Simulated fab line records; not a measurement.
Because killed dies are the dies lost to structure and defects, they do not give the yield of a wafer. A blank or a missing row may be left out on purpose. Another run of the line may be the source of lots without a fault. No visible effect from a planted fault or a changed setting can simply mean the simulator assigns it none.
Matching of chambers ; flow n5-finfet ; N5_FIN_CUT_ETCH_30 on rie-diel-06 has 4 sister chambers
The step etches underlayer in N2/H2, target depth 13 nm, time 10.4 s. 18 wafers are shown with their chamber, then 9 later ones without.

WAFERS WITH THEIR CHAMBER
wafer;chamber;drypump-motor-current-A (A);showerhead-plenum-p-Torr (Torr);oes-product-au (a.u.)
L076.2;1;5.92;2.67;0.66
L076.5;0;5.84;2.54;0.66
L076.6;2;5.54;2.55;0.61
L080.2;0;5.83;2.54;0.65
L080.3;3;5.78;2.61;0.85
L080.6;2;5.53;2.54;0.61
L085.1;2;5.54;2.54;0.61
L085.4;3;5.79;2.60;0.83
L085.5;1;5.96;2.66;0.65
L086.2;2;5.51;2.54;0.62
L086.3;0;5.85;2.53;0.64
L086.4;1;5.97;2.66;0.65
L088.2;0;5.84;2.53;0.65
L088.4;2;5.52;2.54;0.61
L088.6;2;5.52;2.54;0.60
L091.1;3;5.79;2.60;0.80
L091.4;2;5.53;2.54;0.60
L091.5;0;5.85;2.53;0.64

SIGNATURES (means of the wafers above)
reading;chamber 0;chamber 1;chamber 2;chamber 3;scatter within a chamber
drypump-motor-current-A;5.8420;5.9500;5.5271;5.7867;0.0133
showerhead-plenum-p-Torr;2.5340;2.6633;2.5414;2.6033;0.00492
oes-product-au;0.6480;0.6533;0.6086;0.8267;0.0116
Rule: for a wafer and a chamber, the distance is found by dividing, reading by reading, the gap between the wafer's reading and the chamber's mean by the reading's scatter, squaring, summing and taking the root. The wafer belongs to the nearest chamber; if the next one is less than 2 further off, it can't be placed. How the scatter is found: for the shown wafers, subtract from each reading the mean of its chamber, square and add these, divide the total by (wafers less chambers), then take the root.

WAFERS WITH NO CHAMBER GIVEN
wafer;drypump-motor-current-A (A);showerhead-plenum-p-Torr (Torr);oes-product-au (a.u.)
L093.1;5.78;2.60;0.79
L093.3;5.87;2.65;0.64
L093.4;5.54;2.54;0.60
L094.4;5.84;2.53;0.63
L094.5;5.84;2.53;0.64
L094.6;5.96;2.65;0.64
L097.3;5.78;2.60;0.77
L097.4;5.52;2.53;0.59
L097.6;5.79;2.60;0.78

WHICH CHAMBER EACH WENT THROUGH
wafer;from the rows above;in truth
L093.1;3;3
L093.3;1;1
L093.4;2;2
L094.4;0;0
L094.5;0;0
L094.6;1;1
L097.3;3;3
L097.4;2;2
L097.6;3;3
Placed correctly: 9 of 9. Can't be placed from these rows: 0. 0 placed wrongly.
